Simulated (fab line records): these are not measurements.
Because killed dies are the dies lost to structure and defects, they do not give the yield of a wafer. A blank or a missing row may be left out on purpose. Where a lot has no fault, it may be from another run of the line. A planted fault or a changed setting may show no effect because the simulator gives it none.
Comparing a struck lot with a sound one + flow nand-harc + 27 out of 1302 route steps
Sound: wafers L397.2, L397.4, L397.6. Struck: wafers L407.1, L407.3, L407.4. The cause comes at the end.
Each step with rows lists, per side, the tool, then ch with its chambers, then its first start. Under that, the readings that differ: sound wafers + struck wafers + difference of the means + sigmas: that difference in standard deviations of wafers without a fault.
alike: words and numbers the same on both sides, and readings whose means are apart by under 2 such deviations; not compared: readings that were withheld, readings missing a value for some wafer, numbers with overlapping values and no deviation given by the record, and bounds like >300 which may hide the same value.
Wherever a step has rows on one side only, a row that says differs or no value, or a row with sigmas, the two part there. Numbers that have no deviation but don't overlap get no sigmas and don't part them. A reading missing from all wafers of one side parts the sides only when that side holds two or more wafers.

NHARC_A_CHANNEL_HOLE_D1_INSPECT_12:
  sound on defect-inspect-02 at day 11 19:09; struck on defect-inspect-01 at day 15 16:16
  alike: raw-defect-count
then, 2 steps without rows for these wafers: NHARC_A_CHANNEL_HOLE_D1_DESCUM_15 (chemistry O2, time 3 s); NHARC_A_CHANNEL_HOLE_D1_ETCH_38 (etches the open film in CF4, target depth 39 nm, time 65 s).
NHARC_A_CHANNEL_HOLE_D1_ETCH_39: etches the open film in N2/H2, target depth 260 nm, time 325 s.
  sound on rie-diel-09 ch 0,1,2; struck on rie-diel-09 ch 0,1,3
  alike: drypump-motor-current-A, oes-product-au, rf-vpp-V, showerhead-plenum-p-Torr, throttle-valve-pct
  not compared: rf-hours-counter-h
NHARC_A_CHANNEL_HOLE_D1_ETCH_34: etches the open film in CF4/CHF3, target depth 154 nm, time 77 s.
  sound on rie-diel-09 ch 0,1,2; struck on rie-diel-09 ch 0,1,2
| reading               | sound             | struck            | difference | sigmas |
|-----------------------|-------------------|-------------------|------------|--------|
| oes-product-au (a.u.) | 0.927 0.936 0.933 | 0.979 0.972 0.973 | +0.043     | +2     |
  alike: chf3-flow-sccm, drypump-motor-current-A, rf-vpp-V, showerhead-plenum-p-Torr, throttle-valve-pct
  not compared: rf-hours-counter-h
then, 1 step without rows for these wafers: NHARC_A_CHANNEL_HOLE_D1_ETCH_16 (etches the open film in O2/COS, target depth 3100 nm, time 806 s).
NHARC_A_CHANNEL_HOLE_D1_CD_MEAS_18:
  sound on cd-sem-02 at day 11 20:19; struck on cd-sem-02 at day 15 17:25
  alike: cd-nm
then, 1 step without rows for these wafers: NHARC_A_CHANNEL_HOLE_D1_ETCH_19 (etches the open film in C4F8/O2/Ar, time 34.5 s).
NHARC_A_CHANNEL_HOLE_D1_ETCH_20: etches the open film in C4F8/O2/Ar, time 361.9 s, target depth 1600 nm.
  sound on har-etch-02 ch 0,1, day 11 20:30; struck on har-etch-01 ch 0,1, day 15 18:30
  alike: drypump-motor-current-A, showerhead-plenum-p-Torr, throttle-valve-pct
  not compared: rf-hours-counter-h
then, 3 steps without rows for these wafers: NHARC_A_CHANNEL_HOLE_D1_ETCH_21 (etches the open film in C4F8/O2/Ar, time 514.3 s, target depth 1600 nm); NHARC_A_CHANNEL_HOLE_D1_ETCH_22 (etches the open film in C4F8/O2/Ar, time 666.7 s, target depth 1600 nm); NHARC_A_CHANNEL_HOLE_D1_ETCH_23 (etches the open film in C4F8/O2/Ar, time 819 s, target depth 1600 nm).
NHARC_A_CHANNEL_HOLE_D1_ETCH_24: etches the open film in C4F8/O2/Ar, time 906.2 s, target depth 1500 nm.
  sound on har-etch-02 ch 0,1, day 11 22:31; struck on har-etch-01 ch 0,1, day 15 20:31
  alike: drypump-motor-current-A, showerhead-plenum-p-Torr, throttle-valve-pct
  not compared: rf-hours-counter-h
then, 2 steps without rows for these wafers: NHARC_A_CHANNEL_HOLE_D1_ETCH_25 (etches the open film in C4F8/O2/Ar, time 1040.2 s, target depth 1500 nm); NHARC_A_CHANNEL_HOLE_D1_ETCH_26 (etches the open film in C4F8/O2/Ar, time 224.1 s, target depth 300 nm).
NHARC_A_CHANNEL_HOLE_D1_ETCH_33: etches the open film in C4F8/O2/Ar, time 90 s, target depth 400 nm.
  sound on har-etch-02 ch 0,1, day 12 00:23; struck on har-etch-01 ch 0,1, day 15 22:21
  alike: drypump-motor-current-A, showerhead-plenum-p-Torr, throttle-valve-pct
  not compared: rf-hours-counter-h
then, 4 steps without rows for these wafers: NHARC_A_CHANNEL_HOLE_D1_STRIP_41 (strips in N2/H2); NHARC_A_CHANNEL_HOLE_D1_STRIP_42 (strips in CF4/CHF3); NHARC_A_CHANNEL_HOLE_D1_STRIP_43 (strips in O2/COS); NHARC_A_CHANNEL_HOLE_D1_ETCH_44 (etches the open film in CF4/O2, target depth 140 nm, overetch 14 nm, time 77 s).
NHARC_A_CHANNEL_HOLE_D1_STRIP_27: strips in O2.
  sound on rie-diel-09 ch 1,3; struck on rie-diel-09 ch 0,1,2
  alike: drypump-motor-current-A, oes-product-au, rf-vpp-V, showerhead-plenum-p-Torr, throttle-valve-pct
  not compared: rf-hours-counter-h
then, 2 steps without rows for these wafers: NHARC_A_CHANNEL_HOLE_D1_PRECLEAN_28 (cleans in SC1); NHARC_A_CHANNEL_HOLE_D1_SRD_29.
NHARC_A_CHANNEL_HOLE_D1_CD_MEAS_30:
  sound on cd-sem-03 at day 12 01:56; struck on cd-sem-02 at day 15 23:53
  alike: cd-nm
following that, these wafers have no rows for 1 step: NHARC_A_CHANNEL_HOLE_D1_XSEM_31.
NHARC_A_CHANNEL_HOLE_D1_INSPECT_40:
  sound on defect-inspect-02 at day 12 02:07; struck on defect-inspect-02 at day 16 00:15
| reading          | sound     | struck      | difference | sigmas |
|------------------|-----------|-------------|------------|--------|
| raw-defect-count | 114 76 78 | 856 841 869 | +766       | +29    |
  not compared: hold
-- break in the record here, with 15 days between the starts of the struck wafers on either side (left off in module A_CHANNEL_HOLE_D1, picked up again in module END, where the first step shown is number 1302 on the route) --
NHARC_END_SORT_01:
  sound on prober-02 ch 0, day 27 22:07; struck on prober-01 ch 0, day 31 08:31
| reading         | sound    | struck      | difference | sigmas |
|-----------------|----------|-------------|------------|--------|
| killed-at-array | 65 53 45 | 118 113 112 | +60        | +3     |
| killed-dies     | 71 59 53 | 121 119 117 | +58        | +3     |
  alike: killed-at-other, killed-at-periphery, killed-open, killed-short

## WHERE THEY PART
At NHARC_A_CHANNEL_HOLE_D1_ETCH_34 first; at NHARC_END_SORT_01 last (within this record only).

WHY: what had been put in by the simulator
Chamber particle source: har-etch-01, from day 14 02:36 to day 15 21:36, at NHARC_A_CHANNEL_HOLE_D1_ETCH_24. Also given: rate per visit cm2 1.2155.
